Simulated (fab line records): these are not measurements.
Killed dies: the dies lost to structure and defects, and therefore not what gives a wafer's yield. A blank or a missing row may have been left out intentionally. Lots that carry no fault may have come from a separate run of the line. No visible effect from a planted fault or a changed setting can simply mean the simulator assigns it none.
fab line records	flow n5_finfet
record lots=7	wafers=39
route steps=1938 shown BEOL_M8@1377 BEOL_M13@1673 MIM_TOP@1838
start_h: start of the lot's first displayed wafer, in hours after the record's first day	wait_h: hours elapsed since this lot's preceding step	" same as the row above	L1.1+2: a single row standing in for several wafers	- value missing, or start not given	* or withheld: withheld	< > ~ a bound
route shown NAME@n: names a module that has steps shown in the file, with the first one's number in the route	usual: mean/standard deviation of fault-free wafers	same: alike in all rows	chamber/n: place in a boat	sites: per-site readings	_std_site: standard deviation across them	_edge_site: the outer-site mean with the inner-site mean subtracted	radius_mm: for every site, how far away it sits from the centre of the wafer	mask NAME#n: copy n	behind: the last tool/chamber to shape the wafer	hold: why the lot was held/for how many hours/how that ended	device: which transistor (n, p or np) failed to switch	end of line: the route-end tests of the same wafers	where a step has no rows: the recipe by itself	killed: at the first sort, the dies lost to defects and structure; wafer yield is something else	map: a wafer's dies, x killed, . not, _ none there
set.NAME: the setting as run; set.NAME@STEP: as run at that earlier step	model.NAME: the simulator's own value behind a step, which no gauge read
lots whose settings were changed on purpose; a table a step, a row a wafer
## steps
# step N5_BEOL_M8_TRENCH_ETCH_37
# recipe chemistry=C4F6/O2	target_depth_a=934.78	target=SiCOH_lowk	time_s=31.2	ion_energy_ev=250	pressure_mtorr=30	source_w=345	bias_w=185	Ar_flow_sccm=300	C4F6_flow_sccm=10	O2_flow_sccm=10
lot.wafer	tool	chamber	start_h	wait_h	set.time_s	model.BEOL_M8.feature_depth_nm	model.etch.depth_nm	model.TiN_of_BEOL_M8_HM_DEP_02.thk_nm
L075.1	rie_diel-05	0	-	-	31.2	93	93.01	17.6
L075.4	"	3	"	"	31.2	90.6	90.64	17.6
L075.5	"	2	"	"	31.2	93	92.98	17.4
L077.1	rie_diel-02	3	-	-	31.2	93.2	93.18	17.4
L077.2	"	0	"	"	31.2	96.2	96.24	17
L077.3	"	1	"	"	17.43	52	52.03	18.2
L077.4	"	2	"	"	17.43	52.2	52.23	18.4
L077.5	"	3	"	"	17.43	52.6	52.63	18.4
L077.6	"	0	"	"	31.2	96.6	96.69	17.2
L078.1	rie_diel-06	3	-	-	31.2	90.2	90.12	17.2
L078.2	"	1	"	"	31.2	94.8	94.75	17
L078.3	"	2	"	"	20.12	61	60.98	17.6
L078.4	"	1	"	"	20.12	61.2	61.13	17.8
L078.5	"	3	"	"	20.12	58.2	58.27	18
L078.6	"	2	"	"	31.2	95	95.08	17
L079.1	rie_diel-02	0	-	-	12.48	38.4	38.32	19.4
L079.2	"	3	"	"	12.48	37.6	37.59	19
L079.3	"	2	"	"	31.2	93.8	93.88	17.8
L079.4	"	1	"	"	31.2	93.4	93.46	17.6
L079.5	"	0	"	"	12.48	38.4	38.35	19.4
L079.6	"	1	"	"	31.2	93	93.03	17.6
L085.1	rie_diel-02	2	-	-	31.2	94.2	94.3	17.4
L085.2	"	1	"	"	31.2	93	93.04	17.4
L085.3	"	2	"	"	31.2	93.8	93.88	17.8
L085.4	"	1	"	"	31.2	93.4	93.42	17.4
L085.5	"	2	"	"	31.2	93.8	93.73	17.6
L085.6	"	1	"	"	31.2	93.4	93.45	17.6
L088.1	rie_diel-02	2	-	-	31.2	94.4	94.49	17.8
L088.2	"	3	"	"	31.2	95.2	95.18	17.4
L088.3	"	1	"	"	46.57	140.6	140.6	15.8
L088.4	"	0	"	"	46.57	142.2	142.2	16.4
L088.5	"	2	"	"	31.2	94	94.08	17.4
L088.6	"	1	"	"	46.57	139.2	139.3	16.4
L091.1	rie_diel-02	2	-	-	40.67	122.4	122.4	16.6
L091.2	"	1	"	"	31.2	93.6	93.58	17.4
L091.3	"	3	"	"	40.67	123.4	123.3	16.6
L091.4	"	0	"	"	31.2	95.2	95.22	17.4
L091.5	"	1	"	"	40.67	121	121.1	16.4
L091.6	"	0	"	"	31.2	94.4	94.47	17.2
# step N5_BEOL_M8_ETCH_41
# recipe chemistry=CH3F/O2	target=SiCN	target_depth_a=319	taper_deg=2	time_s=57.8	ion_energy_ev=120	mask_material=TiN	pressure_mtorr=30	source_w=395	bias_w=75	Ar_flow_sccm=150	CH3F_flow_sccm=30	O2_flow_sccm=20
# step N5_BEOL_M8_STRIP_80
# recipe chemistry=N2/H2	time_s=10	power_w=450	temp_c=40	pressure_mtorr=20	rf_frequency_hz=6e+07	bias_power_w=7	n2_flow_sccm=200	h2_flow_sccm=200
# step N5_BEOL_M8_OCD_MEAS_38
# usual trench_depth_nm=93.3/1.9
lot.wafer	tool	chamber	start_h	wait_h	set.time_s@BEOL_M8_TRENCH_ETCH_37	trench_depth_nm
L075.1	ocd-01	-	207.45	-	31.2	92.9
L075.4	"	-	"	"	31.2	90.6
L075.5	"	-	"	"	31.2	93.2
L077.1	ocd-01	-	218.05	-	31.2	93.1
L077.2	"	-	"	"	31.2	96.4
L077.3	"	-	"	"	17.43	52.2
L077.4	"	-	"	"	17.43	52.1
L077.5	"	-	"	"	17.43	52.3
L077.6	"	-	"	"	31.2	97.0
L078.1	ocd-02	-	222.93	-	31.2	89.8
L078.2	"	-	"	"	31.2	94.7
L078.3	"	-	"	"	20.12	61.0
L078.4	"	-	"	"	20.12	61.6
L078.5	"	-	"	"	20.12	58.4
L078.6	"	-	"	"	31.2	95.3
L079.1	ocd-02	-	225.19	-	12.48	38.0
L079.2	"	-	"	"	12.48	38.3
L079.3	"	-	"	"	31.2	93.6
L079.4	"	-	"	"	31.2	94.2
L079.5	"	-	"	"	12.48	37.9
L079.6	"	-	"	"	31.2	93.7
L085.1	ocd-02	-	271.05	-	31.2	94.4
L085.2	"	-	"	"	31.2	93.5
L085.3	"	-	"	"	31.2	93.9
L085.4	"	-	"	"	31.2	93.3
L085.5	"	-	"	"	31.2	93.9
L085.6	"	-	"	"	31.2	93.5
L088.1	ocd-02	-	300.85	-	31.2	94.2
L088.2	"	-	"	"	31.2	95.2
L088.3	"	-	"	"	46.57	140.9
L088.4	"	-	"	"	46.57	142.8
L088.5	"	-	"	"	31.2	94.2
L088.6	"	-	"	"	46.57	139.4
L091.1	ocd-01	-	303.09	-	40.67	122.3
L091.2	"	-	"	"	31.2	93.4
L091.3	"	-	"	"	40.67	122.7
L091.4	"	-	"	"	31.2	95.0
L091.5	"	-	"	"	40.67	120.9
L091.6	"	-	"	"	31.2	94.9
# step N5_BEOL_M8_HM_STRIP_39
# recipe chemistry=peroxide_tin_strip	material=TiN	target_depth_a=250	temp_c=50	time_s=158
# step N5_BEOL_M8_SRD_40
# recipe time_s=30	temp_c=23	rinse_liquid=diw	dry=ipa_marangoni
# step N5_BEOL_M8_ECD_50
# recipe material=Cu	target_thk_a=3000
# step N5_BEOL_M8_ANNEAL_51
# recipe temp_c=225	time_s=90	ambient=N2
# step N5_BEOL_M8_CMP_52
# recipe stop_on=SiCOH_lowk	t_overpolish_s=6.9	down_force_psi=1	platen_rpm=50	clearing_platen_down_force_psi=1.5	clearing_platen_rpm=50	post_cmp_clean=cu_alkaline	target_thk_nm=80	clearing_platen_pad_velocity_m_s=0.99484	pad_velocity_m_s=0.99484
lot.wafer	tool	chamber	start_h	wait_h	set.time_s@BEOL_M8_TRENCH_ETCH_37	model.Cu_of_BEOL_M8_ECD_50.thk_nm
L075.4	cmp-03	3	209.45	0.2	31.2	76.6
L075.1	"	0	"	"	31.2	80
L075.5	"	2	"	"	31.2	79.6
L077.1	cmp-04	3	219.85	0.3	31.2	81
L077.4	"	0	"	"	17.43	40.2
L077.2	"	1	"	"	31.2	83
L077.3	"	2	"	"	17.43	38.6
L077.5	"	3	"	"	17.43	40.4
L077.6	"	0	"	"	31.2	84.8
L078.2	cmp-02	2	225.89	0.2	31.2	80.2
L078.3	"	3	"	"	20.12	47.4
L078.1	"	0	"	"	31.2	76.4
L078.4	"	1	"	"	20.12	47.2
L078.5	"	2	"	"	20.12	44.6
L078.6	"	3	"	"	31.2	80.4
L079.1	cmp-03	0	227.17	0.3	12.48	26
L079.4	"	1	"	"	31.2	80.4
L079.2	"	2	"	"	12.48	23.8
L079.3	"	3	"	"	31.2	80.2
L079.6	"	0	"	"	31.2	80.8
L079.5	"	1	"	"	12.48	25.4
L085.4+6	cmp-04	0	277.28	0.1	31.2	79
L085.2	"	1	"	"	31.2	77.6
L085.3	"	2	"	"	31.2	78
L085.1	"	3	"	"	31.2	77.8
L085.5	"	1	"	"	31.2	77.4
L088.1+5	cmp-03	3	304.13	0.4	31.2	80.4
L088.4	"	0	"	"	46.57	128
L088.2	"	1	"	"	31.2	82.4
L088.3	"	2	"	"	46.57	126.2
L088.6	"	0	"	"	46.57	125.8
L091.2	cmp-03	0	306.33	0.2	31.2	80.8
L091.1	"	1	"	"	40.67	110.8
L091.3	"	2	"	"	40.67	110.6
L091.4	"	3	"	"	31.2	83.6
L091.5	"	0	"	"	40.67	108.8
L091.6	"	1	"	"	31.2	82.8
# step N5_BEOL_M8_THK_MEAS_53
# recipe thk_meas_gauge=xrf	reads=Cu_of_BEOL_M8_ECD_50
# usual M8_THK=79.6/2.4
lot.wafer	tool	chamber	start_h	wait_h	set.time_s@BEOL_M8_TRENCH_ETCH_37	M8_THK[nm]
L075.1	film_metro-01	-	209.67	-	31.2	79.7
L075.4	"	-	"	"	31.2	76.4
L075.5	"	-	"	"	31.2	79.2
L077.1	film_metro-02	-	220.15	-	31.2	82.1
L077.2	"	-	"	"	31.2	84.2
L077.3	"	-	"	"	17.43	39.1
L077.4	"	-	"	"	17.43	40.8
L077.5	"	-	"	"	17.43	40.9
L077.6	"	-	"	"	31.2	85.7
L078.1	film_metro-02	-	226.18	-	31.2	76.6
L078.2	"	-	"	"	31.2	80.4
L078.3	"	-	"	"	20.12	47.4
L078.4	"	-	"	"	20.12	47.2
L078.5	"	-	"	"	20.12	44.5
L078.6	"	-	"	"	31.2	80.6
L079.1	film_metro-02	-	227.47	-	12.48	25.9
L079.2	"	-	"	"	12.48	23.8
L079.3	"	-	"	"	31.2	80.3
L079.4	"	-	"	"	31.2	80.4
L079.5	"	-	"	"	12.48	25.3
L079.6	"	-	"	"	31.2	80.9
L085.1	film_metro-01	-	277.58	-	31.2	76.3
L085.2	"	-	"	"	31.2	75.9
L085.3	"	-	"	"	31.2	76.8
L085.4	"	-	"	"	31.2	77.2
L085.5	"	-	"	"	31.2	75.7
L085.6	"	-	"	"	31.2	77.5
L088.1	film_metro-01	-	304.43	-	31.2	80.8
L088.2	"	-	"	"	31.2	82.3
L088.3	"	-	"	"	46.57	126.4
L088.4	"	-	"	"	46.57	128.1
L088.5	"	-	"	"	31.2	80.3
L088.6	"	-	"	"	46.57	126.2
L091.1	film_metro-01	-	306.63	-	40.67	110.0
L091.2	"	-	"	"	31.2	80.5
L091.3	"	-	"	"	40.67	110.3
L091.4	"	-	"	"	31.2	83.2
L091.5	"	-	"	"	40.67	108.3
L091.6	"	-	"	"	31.2	82.4
# step N5_BEOL_M8_PRE_CLEAN_55
# recipe gas=NH3	time_s=15	temp_c=withheld	rf_power_w=300
# step N5_BEOL_M8_DEP_56
# recipe material=SiCN	target_thk_a=100	temp_c=withheld	precursor=3MS/NH3	pressure_torr=3	rf_w=202	time_s=17.5
# step N5_BEOL_M8_RS_MEAS_57
# recipe thk_meas_gauge=four-point-probe	reads=Cu_of_BEOL_M8_ECD_50+Co_of_BEOL_M8_CVD_78+TaN_of_BEOL_M8_ALD_77
# usual M8_RS=0.287/0.0094
lot.wafer	tool	chamber	start_h	wait_h	set.time_s@BEOL_M8_TRENCH_ETCH_37	M8_RS[ohm/sq]
L075.1	film_metro-01	-	209.80	0.1	31.2	0.286
L075.4	"	-	"	"	31.2	0.300
L075.5	"	-	"	"	31.2	0.287
L077.1	film_metro-02	-	220.28	0.1	31.2	0.282
L077.2	"	-	"	"	31.2	0.274
L077.3	"	-	"	"	17.43	0.703
L077.4	"	-	"	"	17.43	0.669
L077.5	"	-	"	"	17.43	0.666
L077.6	"	-	"	"	31.2	0.267
L078.1	film_metro-01	-	226.34	0.1	31.2	0.302
L078.2	"	-	"	"	31.2	0.285
L078.3	"	-	"	"	20.12	0.541
L078.4	"	-	"	"	20.12	0.544
L078.5	"	-	"	"	20.12	0.586
L078.6	"	-	"	"	31.2	0.284
L079.1	film_metro-02	-	227.63	0.1	12.48	1.198
L079.2	"	-	"	"	12.48	1.359
L079.3	"	-	"	"	31.2	0.286
L079.4	"	-	"	"	31.2	0.284
L079.5	"	-	"	"	12.48	1.239
L079.6	"	-	"	"	31.2	0.282
L085.1	film_metro-01	-	277.71	0.1	31.2	0.295
L085.2	"	-	"	"	31.2	0.297
L085.3	"	-	"	"	31.2	0.294
L085.4	"	-	"	"	31.2	0.290
L085.5	"	-	"	"	31.2	0.297
L085.6	"	-	"	"	31.2	0.289
L088.1	film_metro-01	-	304.56	0.1	31.2	0.284
L088.2	"	-	"	"	31.2	0.276
L088.3	"	-	"	"	46.57	0.170
L088.4	"	-	"	"	46.57	0.167
L088.5	"	-	"	"	31.2	0.284
L088.6	"	-	"	"	46.57	0.170
L091.1	film_metro-01	-	306.76	0.1	40.67	0.196
L091.2	"	-	"	"	31.2	0.282
L091.3	"	-	"	"	40.67	0.196
L091.4	"	-	"	"	31.2	0.271
L091.5	"	-	"	"	40.67	0.200
L091.6	"	-	"	"	31.2	0.274
# step N5_BEOL_M13_ETCH_59
# recipe chemistry=N2/H2	target=BARC	target_depth_a=890	overetch_a=267	time_s=67.9	ion_energy_ev=200	pressure_mtorr=30	source_w=840	bias_w=150	n2_flow_sccm=200	h2_flow_sccm=200
lot.wafer	tool	chamber	start_h	wait_h	set.time_s	model.etch.depth_nm	model.coat_of_BEOL_M13_COAT_04.thk_nm
L075.1	rie_diel-01	3	243.82	0.0	67.9	88.88	320.4
L075.4	"	0	"	"	67.9	88.78	319.8
L075.5	"	3	"	"	67.9	88.94	320
L077.1	rie_diel-03	1	251.40	0.0	67.9	89.29	317.6
L077.2	"	2	"	"	56.92	89.14	330.8
L077.3	"	3	"	"	67.9	88.92	320.8
L077.4	"	0	"	"	56.92	89.34	328.6
L077.5	"	2	"	"	56.92	89.15	330.8
L077.6	"	3	"	"	67.9	89.13	319.8
L078.1	rie_diel-04	1	255.53	0.0	67.9	88.25	320.6
L078.2	"	2	"	"	67.9	88.43	319.6
L078.3	"	0	"	"	67.9	88.4	315.8
L078.4	"	3	"	"	67.9	88.42	321.4
L078.5	"	3	"	"	67.9	88.5	320
L078.6	"	2	"	"	67.9	88.43	320
L079.1	rie_diel-03	2	258.20	0.0	106.2	88.67	281.2
L079.2	"	3	"	"	67.9	88.58	315.8
L079.3	"	1	"	"	106.2	88.87	274.6
L079.4	"	0	"	"	67.9	88.51	315
L079.5	"	1	"	"	106.2	88.88	275
L079.6	"	2	"	"	67.9	88.77	317.2
L085.1	rie_diel-01	0	312.98	0.0	67.9	88.88	316.2
L085.2	"	2	"	"	31.21	54.46	349.2
L085.3	"	3	"	"	67.9	88.89	317.4
L085.4	"	1	"	"	67.9	88.81	317.2
L085.5	"	3	"	"	31.21	52	352.8
L085.6	"	0	"	"	31.21	52.59	351.2
L088.1	rie_diel-04	2	341.72	0.0	67.9	88.67	319.2
L088.2	"	1	"	"	67.9	88.88	319
L088.3	"	3	"	"	67.9	88.7	319.6
L088.4	"	0	"	"	29.86	51.49	352.2
L088.5	"	2	"	"	29.86	49.02	353.8
L088.6	"	1	"	"	29.86	50.2	355
L091.1	rie_diel-01	2	342.24	0.0	96.36	89.15	287.4
L091.2	"	3	"	"	67.9	88.99	318.8
L091.3	"	0	"	"	67.9	89.4	318.2
L091.4	"	3	"	"	67.9	89.5	318.8
L091.5	"	2	"	"	96.36	89.05	286.8
L091.6	"	0	"	"	96.36	89.74	289.6
# step N5_BEOL_M13_VIA_ETCH_16
# recipe chemistry=C4F8/O2/Ar	target=SiOC	pressure_mtorr=30	source_w=3000	bias_w=700	Ar_flow_sccm=400	C4F8_flow_sccm=15	O2_flow_sccm=8	he_inner_torr=15	he_outer_torr=30	target_depth_a=9217	time_s=withheld	ion_energy_ev=250	ends=cleared
lot.wafer	tool	chamber	start_h	wait_h	set.time_s@BEOL_M13_ETCH_59	model.coat_of_BEOL_M13_COAT_04.thk_nm
L075.1	rie_diel-01	3	243.88	0.0	*	71.6
L075.4	"	0	"	"	*	73.2
L075.5	"	3	"	"	*	69
L077.1+3+6	rie_diel-03	1,3,3	251.46	0.0	*	68.6
L077.2	"	2	"	"	*	83.8
L077.4	"	0	"	"	*	76.6
L077.5	"	2	"	"	*	80.4
L078.1	rie_diel-04	1	255.58	0.0	*	73.6
L078.2	"	2	"	"	*	67.6
L078.3	"	0	"	"	*	70
L078.4	"	3	"	"	*	71.8
L078.5+6	"	3,2	"	"	*	68.2
L079.1	rie_diel-03	2	258.25	0.0	*	34.6
L079.2	"	3	"	"	*	72.2
L079.3	"	1	"	"	*	29.2
L079.4	"	0	"	"	*	63.2
L079.5	"	1	"	"	*	26.4
L079.6	"	2	"	"	*	68
L085.1	rie_diel-01	0	313.03	0.0	*	68.2
L085.2	"	2	"	"	*	105.2
L085.3	"	3	"	"	*	70.6
L085.4	"	1	"	"	*	67.6
L085.5	"	3	"	"	*	102.2
L085.6	"	0	"	"	*	100.8
L088.1	rie_diel-04	2	341.77	0.0	*	74.4
L088.2	"	1	"	"	*	73
L088.3	"	3	"	"	*	74
L088.4	"	0	"	"	*	101.8
L088.5	"	2	"	"	*	104.8
L088.6	"	1	"	"	*	108.8
L091.1	rie_diel-01	2	342.30	0.0	*	40.4
L091.2	"	3	"	"	*	71.4
L091.3	"	0	"	"	*	73
L091.4	"	3	"	"	*	69.2
L091.5	"	2	"	"	*	34.6
L091.6	"	0	"	"	*	37
# step N5_BEOL_M13_STRIP_63
# recipe chemistry=N2/H2	power_w=1000	temp_c=250	h2_frac=0.65	overash_fraction=0.3	pressure_mtorr=1000	n2_flow_sccm=1750	h2_flow_sccm=3250
# usual strip_time_to_endpoint_s=27.4/1.1
lot.wafer	tool	chamber	start_h	wait_h	set.time_s@BEOL_M13_ETCH_59	strip_time_to_endpoint_s
L075.1	plasma_asher-02	0	244.15	-	67.9	28.2
L075.4	"	0	"	"	67.9	28.6
L075.5	"	1	"	"	67.9	27.4
L077.1	plasma_asher-01	0	251.69	-	67.9	27.3
L077.2	"	1	"	"	56.92	31.7
L077.3	"	1	"	"	67.9	27.2
L077.4	"	0	"	"	56.92	29.6
L077.5	"	1	"	"	56.92	30.7
L077.6	"	0	"	"	67.9	27.2
L078.1	plasma_asher-02	1	255.82	-	67.9	28.7
L078.2	"	0	"	"	67.9	27.0
L078.3	"	0	"	"	67.9	27.7
L078.4	"	1	"	"	67.9	28.2
L078.5	"	1	"	"	67.9	27.1
L078.6	"	0	"	"	67.9	27.2
L079.1	plasma_asher-01	0	258.55	-	106.2	16.7
L079.2	"	1	"	"	67.9	28.3
L079.3	"	1	"	"	106.2	14.8
L079.4	"	0	"	"	67.9	25.7
L079.5	"	0	"	"	106.2	13.8
L079.6	"	1	"	"	67.9	27.1
L085.1	plasma_asher-02	1	313.27	-	67.9	27.1
L085.2	"	0	"	"	31.21	37.6
L085.3	"	1	"	"	67.9	27.8
L085.4	"	0	"	"	67.9	27.0
L085.5	"	0	"	"	31.21	36.8
L085.6	"	1	"	"	31.21	36.4
L088.1	plasma_asher-02	0	342.15	-	67.9	29.0
L088.2	"	1	"	"	67.9	28.5
L088.3	"	1	"	"	67.9	28.9
L088.4	"	0	"	"	29.86	36.7
L088.5	"	1	"	"	29.86	37.5
L088.6	"	0	"	"	29.86	38.6
L091.1	plasma_asher-01	1	342.53	-	96.36	18.5
L091.2	"	0	"	"	67.9	28.1
L091.3	"	0	"	"	67.9	28.5
L091.4	"	1	"	"	67.9	27.4
L091.5	"	0	"	"	96.36	16.6
L091.6	"	1	"	"	96.36	17.4
# step N5_BEOL_M13_STRIP_64
# recipe chemistry=N2/H2	power_w=1000	temp_c=250	h2_frac=0.65	overash_fraction=0.3	pressure_mtorr=withheld	n2_flow_sccm=1750	h2_flow_sccm=3250
# step N5_BEOL_M13_STRIP_71
# recipe chemistry=post_etch_residue_remover	time_s=60	temp_c=25	remover_ph=withheld	remover_water_wt_pct=withheld	remover_fluoride_wt_pct=withheld
# step N5_BEOL_M13_SRD_72
# recipe time_s=30	temp_c=23	rinse_liquid=diw	dry=n2_spin	spin_rpm=1500	dry_time_s=30
# step N5_BEOL_M13_CD_MEAS_17
# recipe target_cd_nm=190	polarity=opening
# usual cd_nm=190.1/1.9
lot.wafer	tool	chamber	start_h	wait_h	set.time_s@BEOL_M13_ETCH_59	cd_nm
L075.1	cd_sem-01	-	244.39	0.0	67.9	191.4
L075.4	"	-	"	"	67.9	192.7
L075.5	"	-	"	"	67.9	187.6
L077.1	cd_sem-03	-	251.90	0.0	67.9	190.2
L077.2	"	-	"	"	56.92	186.9
L077.3	"	-	"	"	67.9	193.6
L077.4	"	-	"	"	56.92	191.6
L077.5	"	-	"	"	56.92	190.0
L077.6	"	-	"	"	67.9	192.1
L078.1	cd_sem-02	-	256.03	0.0	67.9	190.8
L078.2	"	-	"	"	67.9	191.5
L078.3	"	-	"	"	67.9	192.4
L078.4	"	-	"	"	67.9	190.7
L078.5	"	-	"	"	67.9	192.9
L078.6	"	-	"	"	67.9	191.9
L079.1	cd_sem-01	-	258.75	0.0	106.2	196.2
L079.2	"	-	"	"	67.9	192.0
L079.3	"	-	"	"	106.2	195.7
L079.4	"	-	"	"	67.9	192.8
L079.5	"	-	"	"	106.2	198.0
L079.6	"	-	"	"	67.9	190.3
L085.1	cd_sem-02	-	313.48	0.0	67.9	190.7
L085.2	"	-	"	"	31.21	183.4
L085.3	"	-	"	"	67.9	189.4
L085.4	"	-	"	"	67.9	189.9
L085.5	"	-	"	"	31.21	182.4
L085.6	"	-	"	"	31.21	185.0
L088.1	cd_sem-02	-	342.35	0.0	67.9	191.1
L088.2	"	-	"	"	67.9	192.7
L088.3	"	-	"	"	67.9	193.1
L088.4	"	-	"	"	29.86	187.0
L088.5	"	-	"	"	29.86	184.7
L088.6	"	-	"	"	29.86	186.6
L091.1	cd_sem-02	-	342.74	0.0	96.36	195.8
L091.2	"	-	"	"	67.9	190.9
L091.3	"	-	"	"	67.9	189.9
L091.4	"	-	"	"	67.9	190.2
L091.5	"	-	"	"	96.36	197.1
L091.6	"	-	"	"	96.36	195.5
# step N5_MIM_TOP_SPUTTER_03
# recipe material=TiN	target_thk_a=350	temp_c=200	power_w=3000	chamber_pressure_pa=0.49996	gas=Ar	reactive_partial_pa=0.37997	time_s=89.7
lot.wafer	tool	chamber	start_h	wait_h	set.time_s	model.TiN_of_MIM_TOP_SPUTTER_03.thk_nm
L075.1	pvd_sputter-01	-	264.38	0.0	89.7	35
L075.4	"	-	"	"	89.7	35.2
L075.5	"	-	"	"	89.7	34.6
L077.1+3	pvd_sputter-02	-	270.66	0.0	89.7	34.6
L077.2+4+6	"	-	"	"	113.1	43.8
L077.5	"	-	"	"	89.7	34.8
L078.1	pvd_sputter-03	-	277.37	0.0	89.7	35.4
L078.2	"	-	"	"	89.7	35.2
L078.3+4+6	"	-	"	"	89.7	34.8
L078.5	"	-	"	"	89.7	35
L079.1	pvd_sputter-03	-	277.65	0.0	66.38	25.8
L079.2	"	-	"	"	66.38	26.4
L079.3	"	-	"	"	89.7	35
L079.4	"	-	"	"	66.38	26.2
L079.5	"	-	"	"	89.7	35.2
L079.6	"	-	"	"	89.7	35.4
L085.1	pvd_sputter-03	-	334.14	0.0	48.84	18.8
L085.2	"	-	"	"	48.84	19.4
L085.3+6	"	-	"	"	89.7	35.2
L085.4	"	-	"	"	48.84	19
L085.5	"	-	"	"	89.7	35.4
L088.1	pvd_sputter-01	-	366.11	0.0	123.2	48
L088.2	"	-	"	"	89.7	35.4
L088.3+6	"	-	"	"	89.7	35
L088.4	"	-	"	"	123.2	48.6
L088.5	"	-	"	"	123.2	48.8
L091.1	pvd_sputter-03	-	370.36	0.0	70.36	27.8
L091.2+6	"	-	"	"	89.7	35.2
L091.3	"	-	"	"	70.36	27.4
L091.4	"	-	"	"	70.36	27.6
L091.5	"	-	"	"	89.7	35.4
## key
split step=N5_BEOL_M8_TRENCH_ETCH_37	setting=time_s	stated=31.2	by=wafer
response step=N5_BEOL_M8_TRENCH_ETCH_37	reading=model.BEOL_M8.feature_depth_nm	change=+0.937	per=1%	r=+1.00
response step=N5_BEOL_M8_TRENCH_ETCH_37	reading=model.etch.depth_nm	change=+0.937	per=1%	r=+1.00
response step=N5_BEOL_M8_TRENCH_ETCH_37	reading=model.TiN_of_BEOL_M8_HM_DEP_02.thk_nm	change=-0.0258	per=1%	r=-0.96
response step=N5_BEOL_M8_OCD_MEAS_38	reading=trench_depth_nm	change=+0.94	per=1%	r=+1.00
response step=N5_BEOL_M8_CMP_52	reading=model.Cu_of_BEOL_M8_ECD_50.thk_nm	change=+0.933	per=1%	r=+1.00
response step=N5_BEOL_M8_THK_MEAS_53	reading=M8_THK	change=+0.937	per=1%	r=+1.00
response step=N5_BEOL_M8_RS_MEAS_57	reading=M8_RS	shape=bent	at_lowest=1.266	at_stated=0.286	at_highest=0.169
split step=N5_BEOL_M13_ETCH_59	setting=time_s	stated=67.9	by=wafer
response step=N5_BEOL_M13_ETCH_59	reading=model.etch.depth_nm	shape=bent	at_lowest=50.23	at_stated=88.79	at_highest=88.81
response step=N5_BEOL_M13_ETCH_59	reading=model.coat_of_BEOL_M13_COAT_04.thk_nm	change=-0.66	per=1%	r=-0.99
response step=N5_BEOL_M13_VIA_ETCH_16	reading=model.coat_of_BEOL_M13_COAT_04.thk_nm	change=-0.651	per=1%	r=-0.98
response step=N5_BEOL_M13_STRIP_63	reading=strip_time_to_endpoint_s	change=*	per=1%	r=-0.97
response step=N5_BEOL_M13_CD_MEAS_17	reading=cd_nm	change=+0.112	per=1%	r=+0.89
split step=N5_MIM_TOP_SPUTTER_03	setting=time_s	stated=89.7	by=wafer
response step=N5_MIM_TOP_SPUTTER_03	reading=model.TiN_of_MIM_TOP_SPUTTER_03.thk_nm	change=+0.354	per=1%	r=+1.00
